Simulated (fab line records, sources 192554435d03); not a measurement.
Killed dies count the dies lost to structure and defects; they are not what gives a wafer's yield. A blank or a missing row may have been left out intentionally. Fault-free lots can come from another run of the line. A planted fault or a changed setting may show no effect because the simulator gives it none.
A lot that was struck, set against a sound lot || flow n5-finfet || 15 steps out of a route of 1938
Sound: the wafers L970.1, L970.2, L970.4. Struck: wafer L979.5 (left out: L979.3, a lot-mate that was not struck); the cause follows at the end.
Each step with rows lists, per side, the tool, then ch with its chambers, then its first start. Under that, the readings that differ: sound wafers || struck wafers || difference of the means || sigmas: that difference in standard deviations of wafers without a fault.
alike: same words and numbers on both sides, and readings whose means sit less than 2 such deviations apart. not compared: any withheld reading, any reading some wafer has no value for, any bound like >300 that may hide the same value, and any number with overlapping values for which the record gives no deviation.
The two part at a step that has a row with sigmas, a row that says differs or no value, or rows on one side only. When numbers do not overlap yet have no deviation, they are printed without sigmas and do not part them. Lack of a reading on every wafer of one side parts them only where that side has two or more wafers.

first, 1 step without rows for these wafers: N5_BEOL_M12_ETCH_67 (etches SiARC in CF4, target depth 143 nm, time 238.3 s).
N5_BEOL_M12_ETCH_68: etches SOC in N2/H2, time 285 s.
  sound on rie-diel-04 ch 0,1,3, day 11 04:34; struck on rie-diel-04 ch 2, day 14 00:38
  alike: drypump-motor-current-A, oes-product-au, rf-vpp-V, showerhead-plenum-p-Torr, throttle-valve-pct
  not compared: rf-hours-counter-h
then, 3 steps without rows for these wafers: N5_BEOL_M12_STRIP_69 (strips in N2/H2); N5_BEOL_M12_TRENCH_ETCH_34 (etches SiOC in C4F8/O2/Ar, target depth 318.95 nm, time 125.5 s); N5_BEOL_M12_STRIP_70 (strips in C4F8/O2/Ar).
N5_BEOL_M12_OCD_MEAS_35:
  sound: ocd-02 at day 11 04:54; struck: ocd-01 at day 14 00:58
  alike: trench-depth-nm
then, 1 step without rows for these wafers: N5_BEOL_M12_STRIP_37 (strips in N2/H2).
N5_BEOL_M12_ETCH_38: etches SiCN in CF4/N2, target depth 68.7 nm, time 73.4 s.
  sound on rie-diel-01 ch 0,2,3, day 11 08:23; struck on rie-diel-05 ch 2, day 14 01:05
{"reading": "rf-vpp-V (V)", "sound": "387.3 380.3 382.6", "struck": 376.8, "difference": -6.6, "sigmas": -3}
{"reading": "showerhead-plenum-p-Torr (Torr)", "sound": "2.26 2.15 2.22", "struck": 2.03, "difference": -0.18, "sigmas": -2}
  alike: drypump-motor-current-A, oes-product-au, throttle-valve-pct
  not compared: rf-hours-counter-h
then, 2 steps without rows for these wafers: N5_BEOL_M12_PRECLEAN_39 (cleans in residue remover, time 60 s); N5_BEOL_M12_SRD_40 (time 30 s, dry time 30 s).
N5_BEOL_M12_DEGAS_41: time 60 s.
  sound: pvd-sputter-02 at day 11 08:49; struck: pvd-sputter-01 at day 14 01:33
  alike: heater-power-w
N5_BEOL_M12_PRE_CLEAN_42: time 30 s.
  sound: pvd-sputter-02 at day 11 08:51; struck: pvd-sputter-01 at day 14 01:35
  alike: heater-power-w
N5_BEOL_M12_SPUTTER_43: material TaN, target thk 15 nm, time 24.19 s.
  sound: pvd-sputter-02 at day 11 08:53; struck: pvd-sputter-01 at day 14 01:38
{"reading": "model.TaN_of_BEOL_M12_SPUTTER_43.thk-nm (nm)", "sound": "15.2 15.2 15.2", "struck": 13.4, "difference": -1.8, "sigmas": ""}
  alike: throttle-valve-pct
N5_BEOL_M12_SPUTTER_44: material Ta, target thk 10 nm, time 16.13 s.
  sound: pvd-sputter-02 at day 11 08:58; struck: pvd-sputter-01 at day 14 01:43
  alike: throttle-valve-pct
N5_PASSIVATION_PROBE_49:
  record: rows for the struck wafers here (prober-01, day 15 13:20), none for the sound ones

WHERE THEY PART
At N5_BEOL_M12_ETCH_38 first; at N5_PASSIVATION_PROBE_49 last (within this record only).

WHY: what had been put in by the simulator
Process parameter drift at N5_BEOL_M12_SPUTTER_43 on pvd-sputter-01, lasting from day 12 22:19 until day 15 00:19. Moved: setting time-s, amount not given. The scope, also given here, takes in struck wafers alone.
